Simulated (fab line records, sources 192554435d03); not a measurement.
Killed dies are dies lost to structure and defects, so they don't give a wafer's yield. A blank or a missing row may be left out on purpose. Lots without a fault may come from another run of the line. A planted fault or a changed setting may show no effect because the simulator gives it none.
Chamber matching | flow n5_finfet | N5_BEOL_M6_STRIP_67 on rie_diel-02: 4 sister chambers
The step strips in CF4. 8 wafers are shown with their chamber, then 8 later ones without.

WAFERS WITH THEIR CHAMBER
wafer  | chamber | throttle_valve_pct (%) | oes_product_au (a.u.)
L075.4 | 3       | 13.70                  | 0.71
L077.3 | 1       | 13.15                  | 0.81
L084.3 | 2       | 13.15                  | 0.86
L084.6 | 1       | 13.18                  | 0.79
L086.3 | 3       | 13.78                  | 0.70
L086.4 | 0       | 13.72                  | 0.86
L086.5 | 0       | 13.71                  | 0.86
L091.1 | 2       | 13.19                  | 0.83

WAFERS WITHOUT THEIR CHAMBER
wafer  | throttle_valve_pct (%) | oes_product_au (a.u.)
L091.3 | 13.74                  | 0.85
L091.6 | 13.23                  | 0.77
L095.4 | 13.21                  | 0.82
L095.5 | 13.23                  | 0.77
L095.6 | 13.74                  | 0.84
L096.1 | 13.84                  | 0.68
L096.3 | 13.24                  | 0.82
L096.5 | 13.25                  | 0.82

WHICH CHAMBER EACH WENT THROUGH
wafer  | from the rows above     | in truth
L091.3 | 0                       | 0
L091.6 | 1                       | 1
L095.4 | can't be placed: 1 or 2 | 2
L095.5 | 1                       | 1
L095.6 | 0                       | 0
L096.1 | 3                       | 3
L096.3 | can't be placed: 1 or 2 | 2
L096.5 | can't be placed: 1 or 2 | 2
Placed correctly: 5 of 8. Can't be placed from these rows: 3 (the true chamber is among the candidates in 3). Placed wrongly: 0.
How it was worked out, from the rows above alone: a wafer's distance from a chamber is the root of the sum, over the readings, of the square of ((its reading less the chamber's mean) divided by the reading's scatter). The wafer belongs to the nearest chamber; if the next one is less than 2 further off, it can't be placed. A chamber's mean is the mean of its shown wafers. The scatter: the root of (the sum of the squares of (reading less its chamber's mean) over the shown wafers, divided by (wafers less chambers)).
